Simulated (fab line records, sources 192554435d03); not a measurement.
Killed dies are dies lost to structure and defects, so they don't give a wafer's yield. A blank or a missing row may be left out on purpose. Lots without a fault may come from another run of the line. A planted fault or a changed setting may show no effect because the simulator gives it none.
fab line records | flow n5_finfet
record lots=7 wafers=39
route steps=1938 shown BEOL_M9@1401 BEOL_M11@1536 BEOL_M13@1694 BEOL_M14@1770 PASSIVATION@1929
start_h: hours from the record's first day to the start of the lot's first wafer shown | wait_h: hours since the lot's step before | " the same as in the row above | L1.1+2: a row that stands for several wafers | - no value, or no start given | * or withheld: withheld | < > ~ a bound
route shown NAME@n: a module of which the file shows steps, and the number in the route of the first | usual: mean/standard deviation of fault-free wafers | same: alike in all rows | chamber/n: place in a boat | sites: the reading at each site | _std_site: their standard deviation | _edge_site: outer sites' mean less inner sites' | radius_mm: how far each site lies from the wafer's centre | mask NAME#n: copy n | behind: the tool/chamber that last shaped the wafer | hold: why the lot was held/for how many hours/how that ended | device: the transistor (n, p or np) that didn't switch | end of line: the same wafers' tests at the end of the route | a step without rows: its recipe alone | killed: dies lost to structure and defects at the first sort, not the wafer's yield | map: a wafer's dies, x killed, . not, _ none there
set.NAME: the setting as run; set.NAME@STEP: as run at that earlier step | model.NAME: the simulator's own value behind a step, which no gauge read
lots whose settings were changed on purpose; a table a step, a row a wafer
## steps
# step N5_BEOL_M9_ILD_DEP_00
# recipe material=SiCOH_lowk target_thk_a=3085.1 temp_c=300 precursor=DEMS/porogen pressure_torr=5 rf_w=500 time_s=58
# columns lot.wafer tool chamber start_h wait_h set.target_thk_a model.SiCOH_lowk_of_BEOL_M9_ILD_DEP_00.thk_nm
L079.2 pecvd-04 0 239.49 0.0 3085.1 304.8
L079.4 " 0 " " 3085.1 311.6
L079.6 " 2 " " 3085.1 306.4
L077.1 pecvd-04 2 258.16 0.0 3869 382
L077.2 " 1 " " 3869 381
L077.3 " 0 " " 3085.1 306.4
L077.4 " 1 " " 3085.1 310.2
L077.5 " 0 " " 3085.1 307.6
L077.6 " 2 " " 3869 388.8
L078.1 pecvd-04 2 259.33 0.0 3085.1 304.2
L078.2 " 1 " " 3085.1 300.8
L078.3 " 1 " " 3085.1 304.6
L078.4 " 2 " " 3085.1 305.8
L078.5 " 1 " " 3085.1 307.6
L078.6 " 2 " " 3085.1 304
L081.1 pecvd-03 1 263.90 0.0 3085.1 310.8
L081.2 " 2 " " 3085.1 307
L081.3 " 0 " " 3085.1 308
L081.4 " 1 " " 3085.1 315.6
L081.5 " 2 " " 3085.1 309.8
L081.6 " 0 " " 3085.1 314.2
L085.1 pecvd-03 0 285.75 0.0 3085.1 309.2
L085.2 " 2 " " 4885 486.2
L085.3 " 1 " " 4885 489.6
L085.4 " 1 " " 3085.1 315.6
L085.5 " 0 " " 4885 497.2
L085.6 " 2 " " 3085.1 312.6
L087.1 pecvd-03 0 311.78 0.0 3085.1 307.8
L087.2 " 2 " " 3813 380.2
L087.3 " 1 " " 3813 383.2
L087.4 " 1 " " 3813 389.8
L087.5+6 " 2,0 " " 3085.1 311.4
L095.1 pecvd-04 1 347.79 0.0 1876 183
L095.2 " 0 " " 1876 184.6
L095.3 " 2 " " 3085.1 304.2
L095.4 " 0 " " 3085.1 308.8
L095.5 " 1 " " 3085.1 307
L095.6 " 2 " " 1876 187.4
# step N5_BEOL_M9_CURE_71
# recipe temp_c=385 time_s=240 ambient=He/Ar material=SiCOH_lowk
# columns lot.wafer tool chamber start_h wait_h set.target_thk_a@BEOL_M9_ILD_DEP_00 model.SiCOH_lowk_of_BEOL_M9_ILD_DEP_00.thk_nm
L079.2 uv_cure-02 1 239.89 0.4 3085.1 264.8
L079.4 " 1 " " 3085.1 270.8
L079.6 " 1 " " 3085.1 266.2
L077.1 uv_cure-02 2 258.23 0.0 3869 333.2
L077.2 " 2 " " 3869 332.2
L077.3 " 2 " " 3085.1 266
L077.4 " 2 " " 3085.1 269.6
L077.5 " 2 " " 3085.1 267.2
L077.6 " 2 " " 3869 339.2
L078.1 uv_cure-03 1 259.44 0.1 3085.1 264.2
L078.2 " 1 " " 3085.1 261.2
L078.3 " 1 " " 3085.1 264.6
L078.4 " 1 " " 3085.1 265.6
L078.5 " 1 " " 3085.1 267.2
L078.6 " 1 " " 3085.1 264
L081.1 uv_cure-02 2 264.03 0.1 3085.1 270
L081.2 " 2 " " 3085.1 266.6
L081.3 " 2 " " 3085.1 267.6
L081.4 " 2 " " 3085.1 274.4
L081.5 " 2 " " 3085.1 269.2
L081.6 " 2 " " 3085.1 273
L085.1 uv_cure-01 0 286.01 0.2 3085.1 268.6
L085.2 " 0 " " 4885 426.6
L085.3 " 0 " " 4885 429.6
L085.4 " 0 " " 3085.1 274.4
L085.5 " 0 " " 4885 436.4
L085.6 " 0 " " 3085.1 271.6
L087.1 uv_cure-02 0 311.86 0.0 3085.1 267.4
L087.2 " 0 " " 3813 331.6
L087.3 " 0 " " 3813 334.4
L087.4 " 0 " " 3813 340.2
L087.5 " 0 " " 3085.1 270.6
L087.6 " 0 " " 3085.1 270.4
L095.1 uv_cure-03 0 347.87 0.0 1876 157.8
L095.2 " 0 " " 1876 159.2
L095.3 " 0 " " 3085.1 264.2
L095.4 " 0 " " 3085.1 268.2
L095.5 " 0 " " 3085.1 266.6
L095.6 " 0 " " 1876 161.6
# step N5_BEOL_M9_THK_MEAS_01
# recipe reads=SiCOH_lowk_of_BEOL_M9_ILD_DEP_00
# usual M9_ILD_THK=269/3.3
# columns lot.wafer tool chamber start_h wait_h set.target_thk_a@BEOL_M9_ILD_DEP_00 M9_ILD_THK[nm]
L079.2 film_metro-01 - 240.32 0.4 3085.1 265
L079.4 " - " " 3085.1 270
L079.6 " - " " 3085.1 266
L077.1 film_metro-02 - 258.75 0.4 3869 333
L077.2 " - " " 3869 332
L077.3 " - " " 3085.1 266
L077.4 " - " " 3085.1 270
L077.5 " - " " 3085.1 267
L077.6 " - " " 3869 339
L078.1 film_metro-01 - 259.95 0.4 3085.1 264
L078.2 " - " " 3085.1 261
L078.3 " - " " 3085.1 265
L078.4 " - " " 3085.1 265
L078.5 " - " " 3085.1 267
L078.6 " - " " 3085.1 264
L081.1 film_metro-01 - 264.55 0.4 3085.1 270
L081.2 " - " " 3085.1 267
L081.3 " - " " 3085.1 268
L081.4 " - " " 3085.1 274
L081.5 " - " " 3085.1 269
L081.6 " - " " 3085.1 273
L085.1 film_metro-01 - 286.52 0.4 3085.1 268
L085.2 " - " " 4885 427
L085.3 " - " " 4885 430
L085.4 " - " " 3085.1 274
L085.5 " - " " 4885 437
L085.6 " - " " 3085.1 272
L087.1 film_metro-01 - 312.37 0.4 3085.1 267
L087.2 " - " " 3813 331
L087.3 " - " " 3813 334
L087.4 " - " " 3813 340
L087.5 " - " " 3085.1 271
L087.6 " - " " 3085.1 271
L095.1 film_metro-01 - 348.38 0.4 1876 158
L095.2 " - " " 1876 159
L095.3 " - " " 3085.1 264
L095.4 " - " " 3085.1 268
L095.5 " - " " 3085.1 267
L095.6 " - " " 1876 161
# step N5_BEOL_M11_ILD_DEP_00
# recipe material=SiCOH_lowk target_thk_a=3085.1 temp_c=300 precursor=DEMS/porogen pressure_torr=5 rf_w=500 time_s=58
# columns lot.wafer tool chamber start_h wait_h set.time_s model.SiCOH_lowk_of_BEOL_M11_ILD_DEP_00.thk_nm
L079.2 pecvd-03 1 255.37 0.0 58 304.4
L079.4 " 2 " " 58 307.2
L079.6 " 1 " " 58 308
L077.1 pecvd-04 2 272.64 0.0 58 306.6
L077.2 " 1 " " 38.88 206.2
L077.3 " 0 " " 38.88 207.2
L077.4 " 1 " " 38.88 206
L077.5 " 2 " " 58 314.8
L077.6 " 0 " " 58 306
L078.1 pecvd-04 2 275.15 0.0 41.17 227
L078.2 " 0 " " 41.17 217
L078.3 " 1 " " 58 304.6
L078.4 " 1 " " 41.17 222.8
L078.5 " 0 " " 58 308.6
L078.6 " 2 " " 58 312.4
L081.1 pecvd-03 2 285.52 0.0 89.85 467.6
L081.2 " 1 " " 89.85 469.4
L081.3 " 0 " " 89.85 468
L081.4 " 2 " " 58 309.8
L081.5 " 1 " " 58 312.4
L081.6 " 0 " " 58 313.4
L085.1 pecvd-01 0 301.25 0.0 58 306.6
L085.2 " 1 " " 58 306.4
L085.3 " 2 " " 58 307
L085.4 " 1 " " 58 309.8
L085.5 " 2 " " 58 305.4
L085.6 " 0 " " 58 312.6
L087.1 pecvd-04 0 326.38 0.0 89.22 467.2
L087.2 " 1 " " 89.22 463.6
L087.3 " 2 " " 58 311.2
L087.4 " 1 " " 58 307.6
L087.5 " 0 " " 89.22 470.4
L087.6 " 2 " " 58 310.6
L095.1 pecvd-01 2 360.11 0.0 45.53 241
L095.2 " 0 " " 58 305.4
L095.3 " 1 " " 45.53 240.6
L095.4 " 2 " " 58 306.6
L095.5 " 1 " " 45.53 242.4
L095.6 " 0 " " 58 310
# step N5_BEOL_M11_CURE_71
# recipe temp_c=385 time_s=240 ambient=He/Ar material=SiCOH_lowk
# columns lot.wafer tool chamber start_h wait_h set.time_s@BEOL_M11_ILD_DEP_00 model.SiCOH_lowk_of_BEOL_M11_ILD_DEP_00.thk_nm
L079.2 uv_cure-02 2 255.53 0.1 58 264.4
L079.4 " 2 " " 58 266.8
L079.6 " 2 " " 58 267.6
L077.1 uv_cure-03 2 272.92 0.3 58 266.4
L077.2 " 2 " " 38.88 178
L077.3 " 2 " " 38.88 179
L077.4 " 2 " " 38.88 177.8
L077.5 " 2 " " 58 273.6
L077.6 " 2 " " 58 265.8
L078.1 uv_cure-02 1 275.23 0.0 41.17 196.4
L078.2 " 1 " " 41.17 187.6
L078.3 " 1 " " 58 264.6
L078.4 " 1 " " 41.17 192.6
L078.5 " 1 " " 58 268.2
L078.6 " 1 " " 58 271.6
L081.1 uv_cure-03 2 285.60 0.0 89.85 409.8
L081.2 " 2 " " 89.85 411.4
L081.3 " 2 " " 89.85 410.2
L081.4 " 2 " " 58 269.2
L081.5 " 2 " " 58 271.4
L081.6 " 2 " " 58 272.2
L085.1 uv_cure-03 1 301.33 0.0 58 266.4
L085.2 " 1 " " 58 266.2
L085.3 " 1 " " 58 266.6
L085.4 " 1 " " 58 269.2
L085.5 " 1 " " 58 265.2
L085.6 " 1 " " 58 271.6
L087.1 uv_cure-01 0 326.46 0.0 89.22 409.4
L087.2 " 0 " " 89.22 406.2
L087.3 " 0 " " 58 270.4
L087.4 " 0 " " 58 267.2
L087.5 " 0 " " 89.22 412.4
L087.6 " 0 " " 58 269.8
L095.1 uv_cure-01 0 360.19 0.0 45.53 208.6
L095.2 " 0 " " 58 265.2
L095.3 " 0 " " 45.53 208.2
L095.4 " 0 " " 58 266.2
L095.5 " 0 " " 45.53 209.8
L095.6 " 0 " " 58 269.4
# step N5_BEOL_M11_THK_MEAS_01
# recipe reads=SiCOH_lowk_of_BEOL_M11_ILD_DEP_00
# usual M11_ILD_THK=266/3.6
# columns lot.wafer tool chamber start_h wait_h set.time_s@BEOL_M11_ILD_DEP_00 M11_ILD_THK[nm]
L079.2 film_metro-02 - 255.96 0.4 58 264
L079.4 " - " " 58 267
L079.6 " - " " 58 268
L077.1 film_metro-01 - 273.43 0.4 58 266
L077.2 " - " " 38.88 178
L077.3 " - " " 38.88 179
L077.4 " - " " 38.88 178
L077.5 " - " " 58 274
L077.6 " - " " 58 266
L078.1 film_metro-01 - 275.74 0.4 41.17 196
L078.2 " - " " 41.17 188
L078.3 " - " " 58 265
L078.4 " - " " 41.17 193
L078.5 " - " " 58 268
L078.6 " - " " 58 272
L081.1 film_metro-01 - 286.11 0.4 89.85 410
L081.2 " - " " 89.85 411
L081.3 " - " " 89.85 410
L081.4 " - " " 58 269
L081.5 " - " " 58 272
L081.6 " - " " 58 272
L085.1 film_metro-02 - 301.84 0.4 58 266
L085.2 " - " " 58 266
L085.3 " - " " 58 267
L085.4 " - " " 58 269
L085.5 " - " " 58 265
L085.6 " - " " 58 272
L087.1 film_metro-01 - 326.97 0.4 89.22 409
L087.2 " - " " 89.22 407
L087.3 " - " " 58 270
L087.4 " - " " 58 267
L087.5 " - " " 89.22 413
L087.6 " - " " 58 270
L095.1 film_metro-01 - 360.70 0.4 45.53 209
L095.2 " - " " 58 265
L095.3 " - " " 45.53 208
L095.4 " - " " 58 266
L095.5 " - " " 45.53 210
L095.6 " - " " 58 269
# step N5_BEOL_M13_ETCH_68
# recipe chemistry=N2/H2 target=SOC mask_material=SiARC source_w=3000 bias_w=350 temp_c=40 time_s=355 ion_energy_ev=200 pressure_mtorr=30 n2_flow_sccm=200 h2_flow_sccm=200
# columns lot.wafer tool chamber start_h wait_h set.time_s model.SiARC_of_BEOL_M13_COAT_66.thk_nm
L079.2 rie_diel-06 1 273.71 0.1 355 76.2
L079.4 " 2 " " 355 77.4
L079.6 " 0 " " 355 77.8
L077.1 rie_diel-03 1 285.59 0.1 355 76.8
L077.2 " 0 " " 202.4 91.6
L077.3 " 2 " " 202.4 92.2
L077.4 " 3 " " 355 78
L077.5 " 0 " " 202.4 91.8
L077.6 " 1 " " 355 76.6
L078.1 rie_diel-06 0 296.18 0.1 535.8 60.8
L078.2 " 2 " " 535.8 60.2
L078.3 " 1 " " 355 76
L078.4 " 1 " " 355 76.6
L078.5 " 2 " " 355 77.2
L078.6 " 0 " " 535.8 61
L081.1 rie_diel-06 0 298.85 0.1 411.1 72.6
L081.2 " 1 " " 355 76.2
L081.3+6 " 2 " " 411.1 72
L081.4 " 0 " " 355 77.8
L081.5 " 1 " " 355 76
L085.1+3+5 rie_diel-05 1,3,1 317.00 0.1 355 76.8
L085.2 " 0 " " 355 77.2
L085.4 " 2 " " 355 76.4
L085.6 " 2 " " 355 76.2
L087.1 rie_diel-06 2 338.81 0.1 355 77.6
L087.2 " 0 " " 355 77.4
L087.3 " 3 " " 355 78.2
L087.4 " 2 " " 355 77
L087.5+6 " 0,3 " " 355 78
L095.1+3 rie_diel-05 1,0 378.51 0.1 355 76.8
L095.2 " 3 " " 355 77.6
L095.4 " 2 " " 355 76.4
L095.5 " 1 " " 355 77.8
L095.6 " 0 " " 355 77.2
# step N5_BEOL_M14_DEP_53
# recipe material=SiCN target_thk_a=500 temp_c=withheld precursor=3MS/NH3 pressure_torr=3 rf_w=675 time_s=17.8
# columns lot.wafer tool chamber start_h wait_h set.time_s model.SiCN_of_BEOL_M14_DEP_53.thk_nm
L079.2 pecvd-02 0 283.94 0.0 17.8 49.6
L079.4 " 0 " " 17.8 50.2
L079.6 " 2 " " 17.8 52
L077.1 pecvd-04 0 294.50 0.0 8.796 24
L077.2 " 2 " " 8.796 24.4
L077.3 " 1 " " 17.8 49.8
L077.4 " 0 " " 8.796 24.2
L077.5 " 2 " " 17.8 50.2
L077.6 " 1 " " 17.8 50
L078.1 pecvd-02 0 305.75 0.0 17.8 49
L078.2 " 2 " " 17.8 50.2
L078.3 " 1 " " 24.46 67.6
L078.4 " 1 " " 24.46 68.4
L078.5 " 0 " " 17.8 50.4
L078.6 " 2 " " 24.46 68.6
L081.1 pecvd-02 2 308.26 0.0 10.13 27.2
L081.2 " 0 " " 10.13 27.4
L081.3+5 " 1,0 " " 17.8 49.4
L081.4 " 2 " " 17.8 49.6
L081.6 " 1 " " 10.13 28.6
L085.1 pecvd-02 0 327.64 0.0 17.8 49.4
L085.2+4 " 1,0 " " 17.8 49.2
L085.3 " 2 " " 8.68 24.6
L085.5 " 1 " " 8.68 25
L085.6 " 2 " " 8.68 24.8
L087.1 pecvd-02 0 352.79 0.0 11.76 32
L087.2+3 " 1,2 " " 17.8 49.2
L087.4 " 1 " " 11.76 32.8
L087.5 " 0 " " 11.76 32.4
L087.6 " 2 " " 17.8 50.4
L095.1 pecvd-01 2 386.64 0.0 17.8 49.8
L095.2 " 0 " " 20.91 57.6
L095.3 " 2 " " 17.8 51
L095.4+5 " 0,2 " " 20.91 59
L095.6 " 0 " " 17.8 50.4
# step N5_PASSIVATION_PASS_ETCH_47
# recipe chemistry=CF4/O2 target=SiNx target_depth_a=7700 time_s=385 ion_energy_ev=100 pressure_mtorr=40 source_w=535 bias_w=49 Ar_flow_sccm=100 cf4_flow_sccm=100 O2_flow_sccm=10
# columns lot.wafer tool chamber start_h wait_h set.time_s model.etch.depth_nm
L079.2 rie_diel-04 1 304.92 0.0 385 738.4
L079.4 " 0 " " 385 760.3
L079.6 " 2 " " 385 749.5
L077.1 rie_diel-01 1 315.90 0.0 385 774.4
L077.2 " 0 " " 462.5 887.3
L077.3 " 3 " " 385 771.6
L077.4 " 2 " " 385 769.8
L077.5 " 3 " " 462.5 931.1
L077.6 " 0 " " 462.5 881.5
L078.1 rie_diel-01 1 329.36 0.0 385 770.5
L078.2 " 3 " " 385 773.6
L078.3 " 2 " " 385 768.6
L078.4 " 0 " " 385 735.5
L078.5 " 2 " " 385 770
L078.6 " 3 " " 385 772.4
L081.1 rie_diel-02 3 329.64 0.0 385 811.2
L081.2 " 2 " " 385 784.7
L081.3 " 0 " " 550 1120
L081.4 " 1 " " 385 782.4
L081.5 " 2 " " 550 1126
L081.6 " 3 " " 550 1158
L085.1 rie_diel-02 1 348.27 0.0 385 773.8
L085.2 " 3 " " 385 810.2
L085.3 " 2 " " 385 781.4
L085.4 " 1 " " 385 772.4
L085.5 " 2 " " 385 781
L085.6 " 3 " " 385 809.1
L087.1 rie_diel-04 1 372.30 0.0 385 765.3
L087.2 " 2 " " 385 761.7
L087.3 " 0 " " 385 766.7
L087.4 " 3 " " 385 772.4
L087.5 " 0 " " 385 765.1
L087.6 " 1 " " 385 766.9
L095.1 rie_diel-04 2 405.45 0.0 475.5 932.8
L095.2 " 1 " " 385 764
L095.3 " 0 " " 475.5 936.2
L095.4 " 3 " " 475.5 939.7
L095.5 " 2 " " 385 751.5
L095.6 " 1 " " 385 767.5
## key
split step=N5_BEOL_M9_ILD_DEP_00 setting=target_thk_a stated=3085.1 by=wafer
response step=N5_BEOL_M9_ILD_DEP_00 reading=model.SiCOH_lowk_of_BEOL_M9_ILD_DEP_00.thk_nm change=+3.07 per=1% r=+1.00
response step=N5_BEOL_M9_CURE_71 reading=model.SiCOH_lowk_of_BEOL_M9_ILD_DEP_00.thk_nm change=+2.73 per=1% r=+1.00
response step=N5_BEOL_M9_THK_MEAS_01 reading=M9_ILD_THK change=+2.73 per=1% r=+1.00
split step=N5_BEOL_M11_ILD_DEP_00 setting=time_s stated=58 by=wafer
response step=N5_BEOL_M11_ILD_DEP_00 reading=model.SiCOH_lowk_of_BEOL_M11_ILD_DEP_00.thk_nm change=+2.93 per=1% r=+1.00
response step=N5_BEOL_M11_CURE_71 reading=model.SiCOH_lowk_of_BEOL_M11_ILD_DEP_00.thk_nm change=+2.61 per=1% r=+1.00
response step=N5_BEOL_M11_THK_MEAS_01 reading=M11_ILD_THK change=+2.61 per=1% r=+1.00
split step=N5_BEOL_M13_ETCH_68 setting=time_s stated=355 by=wafer
response step=N5_BEOL_M13_ETCH_68 reading=model.SiARC_of_BEOL_M13_COAT_66.thk_nm change=-0.323 per=1% r=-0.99
split step=N5_BEOL_M14_DEP_53 setting=time_s stated=17.8 by=wafer
response step=N5_BEOL_M14_DEP_53 reading=model.SiCN_of_BEOL_M14_DEP_53.thk_nm change=+0.496 per=1% r=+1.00
split step=N5_PASSIVATION_PASS_ETCH_47 setting=time_s stated=385 by=wafer
response step=N5_PASSIVATION_PASS_ETCH_47 reading=model.etch.depth_nm change=+7.64 per=1% r=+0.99
